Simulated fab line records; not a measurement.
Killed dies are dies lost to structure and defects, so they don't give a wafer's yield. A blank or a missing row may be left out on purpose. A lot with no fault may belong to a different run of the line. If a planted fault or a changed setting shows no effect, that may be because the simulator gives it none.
fab line records	flow n5-finfet
record: lots: 24	wafers: 72	last-day: 18
route steps=1938 shown BEOL_M3@971 BEOL_M4@1021
lots that met no fault: from a run of the same line without faults
start-h: hours from the record's opening day to when the first of the lot's shown wafers began	wait-h: how many hours have passed since the lot's step before this one	" unchanged from the row above	L1.1+2: several wafers, shown together as one row	- no value, or no start given	* or withheld: withheld	< > ~ a bound
route shown NAME@n: NAME is a module with steps in the file, n the number in the route of the first one	usual: average and standard deviation across the fault-free wafers	same: alike in all rows	chamber/n: place in a boat	sites: each site's reading	_std_site: their standard deviation	_edge_site: mean of outer sites minus mean of inner sites	radius-mm: how far each site lies from the wafer's centre	mask NAME#n: copy n	behind: the last tool/chamber to shape the wafer	hold: what put the lot on hold/how long, in hours/how the hold closed	device: the n, p or np transistor that did not switch	end of line: at the end of the route, the tests of the same wafers	for a step that has no rows: nothing shown but its recipe	killed: at the first sort, the dies lost to defects and structure; wafer yield is something else	map: dies across one wafer; x = killed, . = not, _ = none there
set.NAME: setting as actually run; set.NAME@STEP: the setting as run at that earlier step	model.NAME: the simulator's own value behind a step, which no gauge read
steps of the route over a sample of lots; a table a step, a row a wafer
services: from which hour (start-h, from the record's first day; less than 0 if before it) a tool's chamber was out of use, for how many hours, and why
== steps ==
step: N5_BEOL_M3_ETCH_69
recipe: chemistry: CF4	target: SiARC	target-depth-a: 156	mask-material: CAR-EUV	time-s: 26	ion-energy-ev: 80	pressure-mtorr: 40	source-w: 545	bias-w: 36	Ar_flow_sccm: 100	cf4-flow-sccm: 100	ends: cleared
usual: drypump-motor-current-A: 5.7/0.54	etch-rf-on-time-s: 26.1/0.64	oes-product-au: 0.67/0.073	rf-vpp-V: 184.1/1.1	showerhead-plenum-p-Torr: 2.14/0.061	throttle-valve-pct: 15.60/0.27
lot.wafer	tool	chamber	start-h	wait-h	drypump-motor-current-A	etch-rf-on-time-s	oes-product-au	rf-hours-counter-h	rf-vpp-V	showerhead-plenum-p-Torr	throttle-valve-pct
L074.2	rie-diel-03	1	144.56	0.0	5.7	26.9	0.80	10	184.1	2.18	15.27
L074.3	"	2	"	"	6.6	26.5	0.58	227	182.4	2.12	15.90
L074.6	"	0	"	"	6.5	26.5	0.58	-	184.9	2.19	15.54
L075.1	rie-diel-03	3	144.94	0.0	5.4	25.4	0.62	196	183.9	2.21	15.80
L075.3	"	2	"	"	6.6	26.1	0.59	227	183.6	2.12	15.90
L075.5	"	3	"	"	5.4	25.6	0.61	-	185.7	2.21	15.80
L076.2	rie-diel-01	1	156.87	0.0	4.8	26.2	0.61	189	184.8	2.21	15.62
L076.5	"	3	"	"	5.9	26.9	0.63	-	183.4	2.05	15.69
L076.6	"	2	"	"	6.0	24.6	0.71	-	184.9	2.18	15.65
L077.2	rie-diel-01	0	165.56	0.0	5.2	25.2	0.66	148	183.5	2.15	15.92
L077.3	"	2	"	"	6.0	24.8	0.70	84	183.9	2.18	15.66
L077.6	"	2	"	"	6.0	25.1	0.70	-	184.5	2.18	15.67
L078.2	rie-diel-06	0	166.61	0.0	6.2	26.4	0.65	166	182.7	2.05	15.79
L078.3	"	2	"	"	5.0	26.0	0.78	28	183.2	2.09	15.08
L078.6	"	1	"	"	5.1	26.1	0.63	-	183.4	2.12	15.70
L079.1	rie-diel-01	0	170.37	0.0	5.2	25.1	0.66	150	184.6	2.15	15.91
L079.2	"	3	"	"	5.9	27.0	0.63	187	182.8	2.04	15.69
L079.5	"	2	"	"	6.0	24.8	0.70	-	184.6	2.18	15.68
L080.1	rie-diel-03	3	181.62	0.0	5.4	25.7	0.61	209	185.3	2.20	15.83
L080.4	"	1	"	"	5.7	26.8	0.77	-	184.3	2.18	15.31
L080.5	"	2	"	"	6.6	26.5	0.58	-	184.1	2.12	15.94
L081.3	rie-diel-03	2	192.92	0.0	6.6	26.1	0.58	242	182.8	2.12	15.94
L081.4	"	3	"	"	5.4	25.3	0.60	-	185.1	2.20	15.82
L081.6	"	1	"	"	5.7	26.1	0.77	-	185.8	2.18	15.32
L082.1	rie-diel-06	3	193.30	0.0	5.7	26.0	0.68	107	185.9	2.24	15.55
L082.2	"	0	"	"	6.2	26.6	0.65	174	183.0	2.05	15.81
L082.4	"	2	"	"	5.0	25.9	0.76	35	184.3	2.09	15.10
L083.1	rie-diel-06	1	196.56	0.0	5.0	26.2	0.61	219	184.5	2.12	15.72
L083.3	"	3	"	"	5.7	25.9	0.68	108	186.6	2.24	15.57
L083.5	"	3	"	"	5.7	26.0	0.68	-	185.3	2.24	15.56
L084.3	rie-diel-06	1	198.52	0.0	5.0	26.2	0.61	219	183.7	2.12	15.70
L084.4	"	2	"	"	4.9	26.1	0.75	37	184.2	2.09	15.09
L084.6	"	2	"	"	5.0	26.0	0.76	-	184.3	2.09	15.09
L085.3	rie-diel-06	3	211.06	0.0	5.7	26.4	0.67	112	185.2	2.24	15.57
L085.5	"	3	"	"	5.7	26.3	0.67	-	186.1	2.24	15.57
L085.6	"	0	"	"	6.2	26.6	0.64	-	181.4	2.05	15.82
L086.1	rie-diel-06	3	224.03	0.0	5.7	26.6	0.66	116	185.8	2.23	15.59
L086.3	"	0	"	"	6.3	27.0	0.64	180	182.9	2.05	15.84
L086.4	"	2	"	"	4.9	26.1	0.74	44	183.3	2.09	15.10
L087.3	rie-diel-03	0	229.05	0.0	6.5	25.8	0.82	9	184.3	2.18	15.10
L087.4	"	3	"	"	5.4	25.7	0.59	-	186.0	2.20	15.87
L087.5	"	1	"	"	5.7	26.6	0.75	-	184.7	2.17	15.34
L088.1	rie-diel-01	2	229.11	0.0	6.0	25.2	0.69	103	183.7	2.18	15.70
L088.3	"	0	"	"	5.2	25.4	0.65	166	183.2	2.14	15.96
L088.4	"	0	"	"	5.2	25.4	0.65	-	183.9	2.15	15.95
L089.2	rie-diel-06	0	250.94	0.0	6.2	26.7	0.63	187	182.4	2.04	15.84
L089.4	"	1	"	"	5.0	26.1	0.60	234	183.9	2.11	15.72
L089.5	"	3	"	"	5.7	26.2	0.66	-	186.1	2.23	15.58
L090.1	rie-diel-03	2	252.22	0.0	6.6	25.4	0.81	4	183.2	2.11	15.47
L090.3	"	0	"	"	6.5	25.9	0.80	17	184.9	2.18	15.10
L090.5	"	0	"	"	6.5	26.0	0.80	-	184.3	2.18	15.12
L091.3	rie-diel-03	3	253.51	0.0	5.4	25.8	0.59	235	183.7	2.19	15.90
L091.5	"	1	"	"	5.7	26.8	0.73	-	184.4	2.17	15.34
L091.6	"	0	"	"	6.5	25.8	0.80	-	184.6	2.18	15.11
L093.2	rie-diel-03	3	261.03	0.0	5.4	25.6	0.58	237	185.6	2.19	15.88
L093.4	"	0	"	"	6.5	25.4	0.80	19	185.2	2.18	15.11
L093.6	"	2	"	"	6.6	24.9	0.81	-	184.9	2.11	15.48
L092.1	rie-diel-03	1	261.21	0.0	5.7	26.9	0.73	49	184.3	2.17	15.36
L092.2	"	3	"	"	5.4	25.8	0.58	237	184.0	2.19	15.89
L092.3	"	2	"	"	6.6	25.5	0.79	7	183.9	2.11	15.45
L095.1	rie-diel-01	3	272.37	0.0	5.9	26.8	0.61	217	182.4	2.03	15.77
L095.3	"	0	"	"	5.2	24.9	0.65	174	184.1	2.14	15.96
L095.6	"	3	"	"	5.9	26.8	0.61	-	182.4	2.03	15.76
L094.3	rie-diel-01	3	277.08	0.0	5.9	27.0	0.60	218	182.7	2.03	15.77
L094.5	"	1	"	"	4.8	26.0	0.59	-	183.2	2.20	15.70
L094.6	"	2	"	"	6.0	25.2	0.67	-	183.2	2.17	15.74
L097.1	rie-diel-06	2	291.58	0.0	5.0	26.0	0.73	64	184.0	2.08	15.14
L097.3	"	3	"	"	5.7	26.1	0.65	134	185.0	2.23	15.61
L097.6	"	0	"	"	6.2	26.8	0.63	-	181.9	2.04	15.86
L096.1	rie-diel-01	3	301.30	0.0	5.9	27.3	0.59	223	182.3	2.03	15.77
L096.4	"	2	"	"	6.0	25.5	0.66	122	184.8	2.17	15.74
L096.5	"	3	"	"	5.9	27.3	0.60	-	181.7	2.03	15.76
step: N5_BEOL_M3_STRIP_36
recipe: chemistry: N2/H2	power-w: 450	temp-c: 40	pressure-mtorr: 20	rf-frequency-hz: 6e+07	overash-fraction: 0.3	bias-power-w: 7	h2-frac: 0.5	n2-flow-sccm: 200	h2-flow-sccm: 200
usual: drypump-motor-current-A: 5.7/0.53	oes-product-au: 0.78/0.085	rf-vpp-V: 59.2/1.4	showerhead-plenum-p-Torr: 2.54/0.075	throttle-valve-pct: 23.64/0.23
lot.wafer	tool	chamber	start-h	wait-h	drypump-motor-current-A	oes-product-au	rf-hours-counter-h	rf-vpp-V	showerhead-plenum-p-Torr	throttle-valve-pct
L074.2	rie-diel-03	3	147.36	0.0	5.4	0.72	198	59.1	2.63	23.73
L074.3	"	1	"	"	5.7	0.94	11	58.1	2.60	23.51
L074.6	"	3	"	"	5.4	0.72	-	59.1	2.63	23.75
L075.1	rie-diel-06	3	147.85	0.0	5.7	0.82	94	59.6	2.66	23.32
L075.3	"	0	"	"	6.2	0.75	162	59.9	2.41	23.66
L075.5	"	0	"	"	6.3	0.75	-	58.9	2.41	23.64
L076.2	rie-diel-06	0	158.21	0.0	6.2	0.75	164	58.5	2.41	23.66
L076.5	"	2	"	"	5.0	0.94	-	61.7	2.49	23.26
L076.6	"	3	"	"	5.7	0.81	-	61.6	2.66	23.34
L077.2	rie-diel-01	0	166.25	0.0	5.2	0.77	148	56.0	2.54	23.95
L077.3	"	1	"	"	4.9	0.70	193	59.1	2.63	23.56
L077.6	"	0	"	"	5.2	0.76	-	57.2	2.54	23.93
L078.2	rie-diel-01	0	167.18	0.0	5.2	0.77	149	57.6	2.54	23.96
L078.3	"	3	"	"	5.9	0.75	186	58.4	2.44	23.95
L078.6	"	3	"	"	5.9	0.74	-	55.4	2.44	23.94
L079.1	rie-diel-01	2	179.53	0.0	6.0	0.81	88	60.9	2.55	23.63
L079.2	"	3	"	"	5.9	0.72	190	61.7	2.44	23.98
L079.5	"	2	"	"	6.0	0.80	-	60.4	2.55	23.66
L080.1	rie-diel-03	3	184.34	0.0	5.5	0.70	209	57.7	2.62	23.74
L080.4	"	1	"	"	5.7	0.91	-	61.7	2.60	23.53
L080.5	"	3	"	"	5.4	0.70	-	58.4	2.62	23.74
L081.3	rie-diel-01	3	194.99	0.0	5.9	0.73	194	57.0	2.43	23.97
L081.4	"	2	"	"	6.0	0.80	93	59.6	2.55	23.68
L081.6	"	3	"	"	5.9	0.72	-	57.8	2.43	23.97
L082.1	rie-diel-01	1	195.59	0.0	4.9	0.69	202	60.7	2.62	23.56
L082.2	"	3	"	"	5.9	0.73	194	60.4	2.43	23.97
L082.4	"	0	"	"	5.2	0.75	158	59.8	2.53	23.94
L083.1	rie-diel-01	3	200.34	0.0	5.9	0.74	195	58.7	2.43	23.98
L083.3	"	1	"	"	4.9	0.69	203	59.0	2.62	23.54
L083.5	"	0	"	"	5.2	0.75	-	62.2	2.53	23.92
L084.3	rie-diel-03	3	200.34	0.0	5.4	0.70	216	60.1	2.62	23.77
L084.4	"	2	"	"	6.6	0.66	-	58.6	2.49	23.54
L084.6	"	1	"	"	5.7	0.89	-	59.3	2.59	23.54
L085.3	rie-diel-06	1	213.21	0.0	5.1	0.71	223	59.0	2.49	23.35
L085.5	"	1	"	"	5.1	0.71	-	59.8	2.49	23.32
L085.6	"	2	"	"	5.0	0.88	-	58.3	2.49	23.29
L087.3	rie-diel-03	0	233.12	0.0	6.5	0.95	11	60.2	2.61	23.63
L087.4	"	1	"	"	5.6	0.87	-	55.5	2.59	23.54
L087.5	"	3	"	"	5.5	0.69	-	60.4	2.62	23.75
L088.1	rie-diel-03	0	236.01	0.0	6.5	0.96	12	59.5	2.61	23.65
L088.3	"	1	"	"	5.7	0.89	42	57.3	2.59	23.56
L088.4	"	1	"	"	5.7	0.88	-	58.1	2.59	23.57
L086.1	rie-diel-06	3	236.05	0.0	5.7	0.77	120	61.5	2.65	23.36
L086.3	"	2	"	"	5.0	0.89	48	62.2	2.48	23.29
L086.4	"	1	"	"	5.1	0.71	230	59.8	2.49	23.33
L089.2	rie-diel-06	1	253.67	0.0	5.1	0.70	235	59.6	2.49	23.35
L089.4	"	0	"	"	6.2	0.74	188	58.0	2.40	23.69
L089.5	"	3	"	"	5.8	0.78	-	58.0	2.65	23.35
L090.1	rie-diel-03	1	253.79	0.0	5.7	0.88	47	61.5	2.59	23.57
L090.3	"	2	"	"	6.6	0.95	5	56.2	2.49	23.24
L090.5	"	1	"	"	5.7	0.87	-	57.9	2.59	23.56
L091.3	rie-diel-01	1	259.16	0.0	4.8	0.70	219	59.0	2.62	23.57
L091.5	"	2	"	"	6.0	0.78	-	59.4	2.54	23.68
L091.6	"	3	"	"	5.9	0.73	-	58.3	2.43	24.00
L093.2	rie-diel-03	3	261.60	0.0	5.5	0.68	237	60.2	2.61	23.77
L093.4	"	0	"	"	6.5	0.93	19	59.5	2.61	23.65
L093.6	"	1	"	"	5.7	0.87	-	60.3	2.58	23.55
L092.1	rie-diel-01	2	261.61	0.0	6.0	0.77	113	59.1	2.54	23.69
L092.2	"	3	"	"	5.9	0.73	214	59.2	2.43	23.99
L092.3	"	1	"	"	4.8	0.69	219	58.5	2.61	23.56
L095.1	rie-diel-06	3	274.88	0.0	5.7	0.76	130	60.8	2.64	23.36
L095.3	"	1	"	"	5.1	0.69	241	60.7	2.49	23.33
L095.6	"	0	"	"	6.3	0.72	-	58.4	2.40	23.71
L094.3	rie-diel-01	1	278.04	0.0	4.8	0.68	224	60.6	2.61	23.57
L094.5	"	1	"	"	4.8	0.68	-	57.8	2.61	23.57
L094.6	"	2	"	"	6.0	0.77	-	58.7	2.54	23.72
L097.1	rie-diel-03	0	299.01	0.0	6.5	0.92	30	58.1	2.60	23.63
L097.3	"	3	"	"	5.4	0.67	248	60.7	2.61	23.81
L097.6	"	2	"	"	6.6	0.91	-	60.2	2.48	23.25
L096.1	rie-diel-01	1	305.75	0.0	4.9	0.69	230	59.2	2.61	23.59
L096.4	"	2	"	"	6.0	0.77	124	58.1	2.54	23.73
L096.5	"	3	"	"	5.9	0.72	-	58.0	2.42	24.02
step: N5_BEOL_M3_SPUTTER_90
recipe: material: Cu	target-thk-a: 45	temp-c: -20	chamber-pressure-pa: 0.07	power-w: withheld	time-s: 8.29
usual: throttle-valve-pct: 30.1/0.78
same: time-s: 8.29
lot.wafer	tool	chamber	start-h	wait-h	throttle-valve-pct
L074.2	pvd-sputter-01	-	150.13	0.1	30.9
L074.3	"	-	"	"	30.7
L074.6	"	-	"	"	30.9
L075.1	pvd-sputter-03	-	151.42	0.1	29.9
L075.3	"	-	"	"	28.9
L075.5	"	-	"	"	30.7
L076.2	pvd-sputter-01	-	160.76	0.1	30.5
L076.5	"	-	"	"	31.0
L076.6	"	-	"	"	29.3
L077.2	pvd-sputter-03	-	168.56	0.1	29.9
L077.3	"	-	"	"	31.1
L077.6	"	-	"	"	28.8
L078.2	pvd-sputter-03	-	170.40	0.1	28.9
L078.3	"	-	"	"	30.1
L078.6	"	-	"	"	29.5
L079.1	pvd-sputter-03	-	181.97	0.1	28.5
L079.2	"	-	"	"	30.7
L079.5	"	-	"	"	29.0
L080.1	pvd-sputter-02	-	187.23	0.1	30.8
L080.4	"	-	"	"	29.8
L080.5	"	-	"	"	29.6
L081.3	pvd-sputter-01	-	198.55	0.1	28.9
L081.4	"	-	"	"	30.7
L081.6	"	-	"	"	30.6
L082.1	pvd-sputter-03	-	200.72	0.1	30.9
L082.2	"	-	"	"	30.1
L082.4	"	-	"	"	29.3
L084.3	pvd-sputter-01	-	203.16	0.1	31.2
L084.4	"	-	"	"	31.0
L084.6	"	-	"	"	31.1
L083.1	pvd-sputter-03	-	203.40	0.1	29.9
L083.3	"	-	"	"	29.2
L083.5	"	-	"	"	30.1
L085.3	pvd-sputter-02	-	215.47	0.1	29.7
L085.5	"	-	"	"	30.7
L085.6	"	-	"	"	30.8
L087.3	pvd-sputter-02	-	235.36	0.1	30.6
L087.4	"	-	"	"	29.9
L087.5	"	-	"	"	29.6
L086.1	pvd-sputter-02	-	239.58	0.1	30.7
L086.3	"	-	"	"	29.6
L086.4	"	-	"	"	30.1
L088.1	pvd-sputter-02	-	241.42	0.1	30.5
L088.3	"	-	"	"	29.5
L088.4	"	-	"	"	29.8
L089.2	pvd-sputter-03	-	257.78	0.1	31.0
L089.4	"	-	"	"	28.9
L089.5	"	-	"	"	29.0
L090.1	pvd-sputter-01	-	260.92	0.1	31.1
L090.3	"	-	"	"	29.4
L090.5	"	-	"	"	29.4
L091.3	pvd-sputter-03	-	261.76	0.1	29.4
L091.5	"	-	"	"	30.6
L091.6	"	-	"	"	29.2
L093.2	pvd-sputter-01	-	264.10	0.1	30.9
L093.4	"	-	"	"	30.7
L093.6	"	-	"	"	30.8
L092.1	pvd-sputter-01	-	266.26	0.1	31.0
L092.2	"	-	"	"	31.1
L092.3	"	-	"	"	31.0
L095.1	pvd-sputter-03	-	277.41	0.1	31.0
L095.3	"	-	"	"	29.3
L095.6	"	-	"	"	28.5
L094.3	pvd-sputter-02	-	280.63	0.1	30.7
L094.5	"	-	"	"	29.9
L094.6	"	-	"	"	30.7
L097.1	pvd-sputter-03	-	301.83	0.1	31.0
L097.3	"	-	"	"	29.4
L097.6	"	-	"	"	29.3
L096.1	pvd-sputter-02	-	308.14	0.1	30.6
L096.4	"	-	"	"	29.5
L096.5	"	-	"	"	29.6
step: N5_BEOL_M3_CO_CAP_55
recipe: material: Co	target-thk-a: 20	temp-c: 200	precursor: CCTBA/H2	pressure-torr: 30	time-s: 102.1
usual: heater-power-w: 237/12
same: time-s: 102.1
lot.wafer	tool	chamber	start-h	wait-h	heater-power-w	since-wet-clean-h
L074.2	cvd-co-01	1	151.67	0.0	236	15
L074.3	"	2	"	"	243	-
L074.6	"	1	"	"	234	-
L075.1	cvd-co-02	2	152.94	0.0	257	230
L075.3	"	0	"	"	217	694
L075.5	"	2	"	"	251	-
L076.2	cvd-co-01	1	162.36	0.0	236	25
L076.5	"	1	"	"	237	-
L076.6	"	0	"	"	244	-
L077.2	cvd-co-02	1	170.09	0.0	234	1149
L077.3	"	2	"	"	253	247
L077.6	"	2	"	"	259	-
L078.2	cvd-co-02	1	171.94	0.0	231	1151
L078.3	"	2	"	"	257	249
L078.6	"	0	"	"	221	-
L079.1	cvd-co-01	0	183.49	0.0	235	944
L079.2	"	1	"	"	235	46
L079.5	"	1	"	"	236	-
L080.1	cvd-co-01	0	188.75	0.0	239	949
L080.4	"	0	"	"	241	-
L080.5	"	2	"	"	248	-
L081.3	cvd-co-02	0	200.95	0.0	213	742
L081.4	"	2	"	"	258	-
L081.6	"	1	"	"	227	-
L082.1	cvd-co-01	0	202.29	0.0	236	962
L082.2	"	2	"	"	241	503
L082.4	"	2	"	"	246	-
L084.3	cvd-co-02	0	204.69	0.0	215	746
L084.4	"	0	"	"	222	-
L084.6	"	1	"	"	230	-
L083.1	cvd-co-01	1	205.06	0.0	233	68
L083.3	"	0	"	"	239	965
L083.5	"	2	"	"	240	-
L085.3	cvd-co-02	1	217.10	0.0	225	1196
L085.5	"	0	"	"	225	-
L085.6	"	1	"	"	234	-
L087.3	cvd-co-02	2	236.90	0.0	257	314
L087.4	"	0	"	"	222	-
L087.5	"	1	"	"	228	-
L086.1	cvd-co-01	0	241.11	0.0	240	1001
L086.3	"	1	"	"	238	104
L086.4	"	0	"	"	237	-
L088.1	cvd-co-02	0	242.95	0.0	222	784
L088.3	"	1	"	"	227	1222
L088.4	"	1	"	"	229	-
L089.2	cvd-co-02	0	259.31	0.0	217	801
L089.4	"	0	"	"	217	-
L089.5	"	2	"	"	255	-
L090.1	cvd-co-02	0	263.85	0.0	214	805
L090.3	"	1	"	"	229	1243
L090.5	"	0	"	"	227	-
L091.3	cvd-co-02	2	264.58	0.0	262	341
L091.5	"	1	"	"	235	-
L091.6	"	2	"	"	255	-
L093.2	cvd-co-01	2	265.99	0.0	250	567
L093.4	"	0	"	"	235	-
L093.6	"	2	"	"	243	-
L092.1	cvd-co-02	2	268.21	0.0	256	345
L092.2	"	0	"	"	226	810
L092.3	"	1	"	"	228	1247
L095.1	cvd-co-01	1	278.94	0.0	230	142
L095.3	"	0	"	"	238	1039
L095.6	"	2	"	"	243	-
L094.3	cvd-co-02	0	282.25	0.0	219	824
L094.5	"	2	"	"	256	-
L094.6	"	0	"	"	218	-
L097.1	cvd-co-01	2	303.35	0.0	245	604
L097.3	"	1	"	"	240	166
L097.6	"	0	"	"	237	-
L096.1	cvd-co-01	1	309.66	0.0	236	173
L096.4	"	2	"	"	243	-
L096.5	"	0	"	"	243	-
step: N5_BEOL_M3_RS_MEAS_58
recipe: thk-meas-gauge: four-point-probe	reads: Co_of_BEOL_M3_CO_CAP_55+Cu_of_BEOL_M3_ECD_50+Co_of_BEOL_M3_CVD_47+TaN_of_BEOL_M3_ALD_84
usual: M3_RS: 0.67/0.035
lot.wafer	tool	chamber	start-h	wait-h	M3_RS[ohm/sq]
L074.2	film-metro-01	-	151.90	0.1	0.72
L074.3	"	-	"	"	0.69
L074.6	"	-	"	"	0.67
L075.1	film-metro-02	-	153.13	0.0	0.65
L075.3	"	-	"	"	0.66
L075.5	"	-	"	"	0.63
L076.2	film-metro-01	-	162.58	0.1	0.68
L076.5	"	-	"	"	0.61
L076.6	"	-	"	"	0.69
L077.2	film-metro-02	-	170.27	0.1	0.66
L077.3	"	-	"	"	0.69
L077.6	"	-	"	"	0.67
L078.2	film-metro-01	-	172.12	0.1	0.72
L078.3	"	-	"	"	0.67
L078.6	"	-	"	"	0.65
L079.1	film-metro-01	-	183.68	0.0	0.72
L079.2	"	-	"	"	0.72
L079.5	"	-	"	"	0.65
L080.1	film-metro-01	-	188.93	0.0	0.70
L080.4	"	-	"	"	0.64
L080.5	"	-	"	"	0.69
L081.3	film-metro-02	-	201.14	0.1	0.69
L081.4	"	-	"	"	0.64
L081.6	"	-	"	"	0.70
L082.1	film-metro-01	-	202.47	0.0	0.66
L082.2	"	-	"	"	0.68
L082.4	"	-	"	"	0.65
L084.3	film-metro-01	-	204.88	0.1	0.70
L084.4	"	-	"	"	0.64
L084.6	"	-	"	"	0.62
L083.1	film-metro-01	-	205.24	0.0	0.64
L083.3	"	-	"	"	0.65
L083.5	"	-	"	"	0.66
L085.3	film-metro-01	-	217.32	0.1	0.70
L085.5	"	-	"	"	0.68
L085.6	"	-	"	"	0.69
L087.3	film-metro-01	-	237.11	0.1	0.69
L087.4	"	-	"	"	0.67
L087.5	"	-	"	"	0.65
L086.1	film-metro-01	-	241.32	0.1	0.68
L086.3	"	-	"	"	0.68
L086.4	"	-	"	"	0.67
L088.1	film-metro-02	-	243.16	0.1	0.71
L088.3	"	-	"	"	0.68
L088.4	"	-	"	"	0.64
L089.2	film-metro-02	-	259.49	0.1	0.68
L089.4	"	-	"	"	0.69
L089.5	"	-	"	"	0.74
L090.1	film-metro-02	-	264.03	0.0	0.70
L090.3	"	-	"	"	0.67
L090.5	"	-	"	"	0.62
L091.3	film-metro-02	-	264.77	0.1	0.64
L091.5	"	-	"	"	0.62
L091.6	"	-	"	"	0.61
L093.2	film-metro-02	-	266.17	0.1	0.66
L093.4	"	-	"	"	0.62
L093.6	"	-	"	"	0.67
L092.1	film-metro-01	-	268.40	0.0	0.71
L092.2	"	-	"	"	0.68
L092.3	"	-	"	"	0.72
L095.1	film-metro-02	-	279.12	0.0	0.76
L095.3	"	-	"	"	0.75
L095.6	"	-	"	"	0.66
L094.3	film-metro-02	-	282.43	0.1	0.65
L094.5	"	-	"	"	0.64
L094.6	"	-	"	"	0.63
L097.1	film-metro-02	-	303.53	0.0	0.69
L097.3	"	-	"	"	0.67
L097.6	"	-	"	"	0.62
L096.1	film-metro-01	-	309.85	0.0	0.72
L096.4	"	-	"	"	0.69
L096.5	"	-	"	"	0.69
step: N5_BEOL_M4_ILD_DEP_00
recipe: material: SiOC	target-thk-a: 790	temp-c: 350	precursor: DEMS/O2	pressure-torr: 5	rf-w: 500	time-s: 15.3
usual: heater-power-w: 505/67	showerhead-plenum-p-Torr: 5.692/0.013	showerhead-vpp-V: 1336/48	throttle-valve-pct: 11.9/0.5
same: time-s: 15.3
lot.wafer	tool	chamber	start-h	wait-h	heater-power-w	showerhead-plenum-p-Torr	showerhead-vpp-V	since-wet-clean-h	throttle-valve-pct
L074.2	pecvd-01	2	151.96	0.0	512	5.686	1422	464	11.7
L074.3	"	0	"	"	467	5.704	1336	1218	12.2
L074.6	"	1	"	"	394	5.717	1373	-	11.3
L075.1	pecvd-03	0	153.19	0.0	516	5.677	1303	1038	11.8
L075.3	"	1	"	"	533	5.671	1319	1763	12.0
L075.5	"	2	"	"	470	5.687	1220	-	11.0
L076.2	pecvd-02	1	162.64	0.0	670	5.698	1371	1592	12.5
L076.5	"	2	"	"	610	5.679	1382	-	11.4
L076.6	"	1	"	"	660	5.703	1368	-	12.5
L077.2	pecvd-02	1	170.33	0.0	636	5.687	1350	1599	12.4
L077.3	"	0	"	"	440	5.694	1348	874	12.8
L077.6	"	0	"	"	432	5.687	1331	-	12.7
L078.2	pecvd-03	2	172.19	0.0	464	5.699	1249	303	10.9
L078.3	"	0	"	"	518	5.682	1310	1057	11.3
L078.6	"	2	"	"	462	5.703	1234	-	11.1
L079.1	pecvd-01	2	183.74	0.0	505	5.683	1420	496	11.9
L079.2	"	1	"	"	470	5.708	1348	1975	11.6
L079.5	"	2	"	"	493	5.687	1389	-	12.0
L080.1	pecvd-01	1	189.00	0.0	444	5.708	1329	1980	11.7
L080.4	"	0	"	"	504	5.685	1327	-	11.8
L080.5	"	1	"	"	450	5.699	1371	-	11.3
L081.3	pecvd-01	2	201.20	0.0	548	5.689	1392	514	12.1
L081.4	"	2	"	"	542	5.683	1404	-	12.0
L081.6	"	0	"	"	478	5.697	1327	-	12.0
L082.1	pecvd-01	1	202.53	0.0	393	5.714	1365	1994	11.1
L082.2	"	0	"	"	474	5.704	1331	1269	12.0
L082.4	"	1	"	"	389	5.694	1315	-	11.5
L084.3	pecvd-02	0	204.94	0.0	426	5.684	1371	909	12.6
L084.4	"	0	"	"	425	5.678	1366	-	12.8
L084.6	"	1	"	"	572	5.704	1359	-	12.2
L083.1	pecvd-02	1	205.30	0.0	714	5.708	1373	1634	12.5
L083.3	"	2	"	"	551	5.703	1397	155	11.4
L083.5	"	0	"	"	468	5.699	1337	-	12.7
L085.3	pecvd-01	0	217.38	0.0	458	5.673	1315	1284	12.1
L085.5	"	0	"	"	467	5.698	1302	-	12.2
L085.6	"	1	"	"	456	5.705	1346	-	11.3
L087.3	pecvd-01	1	237.17	0.0	369	5.693	1350	2029	11.5
L087.4	"	0	"	"	465	5.695	1299	-	12.0
L087.5	"	1	"	"	378	5.721	1350	-	11.4
L086.1	pecvd-03	2	241.38	0.0	427	5.697	1245	373	11.1
L086.3	"	1	"	"	456	5.676	1334	1852	11.9
L086.4	"	2	"	"	447	5.700	1231	-	11.1
L088.1	pecvd-03	1	243.22	0.0	495	5.682	1335	1853	12.4
L088.3	"	0	"	"	523	5.696	1306	1128	11.7
L088.4	"	0	"	"	535	5.703	1322	-	11.6
L089.2	pecvd-01	0	259.55	0.0	443	5.696	1328	1326	12.3
L089.4	"	0	"	"	457	5.697	1334	-	12.1
L089.5	"	0	"	"	445	5.684	1315	-	12.0
L090.1	pecvd-01	1	264.09	0.0	397	5.703	1359	2055	11.7
L090.3	"	2	"	"	550	5.685	1382	576	12.1
L090.5	"	0	"	"	505	5.690	1331	-	12.1
L091.3	pecvd-03	0	264.83	0.0	495	5.671	1313	1150	12.0
L091.5	"	1	"	"	510	5.662	1340	-	11.9
L091.6	"	0	"	"	484	5.677	1313	-	11.5
L093.2	pecvd-03	2	266.23	0.0	418	5.681	1252	397	10.9
L093.4	"	2	"	"	415	5.698	1213	-	11.3
L093.6	"	1	"	"	523	5.687	1325	-	12.1
L092.1	pecvd-02	2	268.46	0.0	605	5.699	1398	218	11.5
L092.2	"	1	"	"	677	5.706	1366	1697	12.6
L092.3	"	0	"	"	433	5.703	1374	972	12.6
L095.1	pecvd-03	2	279.18	0.0	473	5.691	1258	410	11.3
L095.3	"	1	"	"	522	5.674	1315	1889	12.0
L095.6	"	0	"	"	513	5.696	1316	-	11.6
L094.3	pecvd-02	0	282.49	0.0	458	5.684	1345	986	12.8
L094.5	"	1	"	"	673	5.706	1364	-	12.4
L094.6	"	0	"	"	453	5.681	1344	-	13.2
L097.1	pecvd-03	2	303.60	0.0	458	5.700	1254	435	11.3
L097.3	"	1	"	"	495	5.685	1323	1914	12.0
L097.6	"	2	"	"	465	5.698	1229	-	11.4
L096.1	pecvd-03	1	309.91	0.0	475	5.680	1339	1920	12.2
L096.4	"	0	"	"	572	5.694	1306	-	11.5
L096.5	"	1	"	"	494	5.690	1340	-	12.1
== services ==
tool	chamber	start-h	hours	kind
rie-diel-03	-	123.78	2.8	pm
pecvd-03	2	126.61	6.8	repair
pvd-sputter-02	-	151.48	2.4	repair
rie-diel-06	0	160.21	2.8	repair
rie-diel-03	0	178.59	-	clean
rie-diel-03	0	178.59	-	consumable-replace:focus-ring
rie-diel-03	0	178.59	26.3	scheduled-down
rie-diel-03	0	178.59	26.3	vent-cycle
cvd-co-02	-	194.42	2.5	repair
rie-diel-06	0	213.00	3.4	repair
pecvd-02	-	216.91	14.6	pm
rie-diel-03	2	217.30	-	clean
rie-diel-01	1	226.18	3.6	repair
pecvd-02	2	233.53	18.2	repair
cvd-co-02	-	238.92	2.8	pm
rie-diel-01	0	241.59	12.8	repair
pecvd-01	1	243.29	17.6	repair
pecvd-01	-	245.94	0.7	repair
cvd-co-01	-	246.00	2.8	pm
rie-diel-03	2	266.47	4.2	repair
pecvd-01	-	268.67	0.6	repair
rie-diel-06	1	290.13	8.6	repair
rie-diel-01	-	294.76	1.2	repair
pecvd-02	0	302.60	6.9	repair
== key ==
fault none
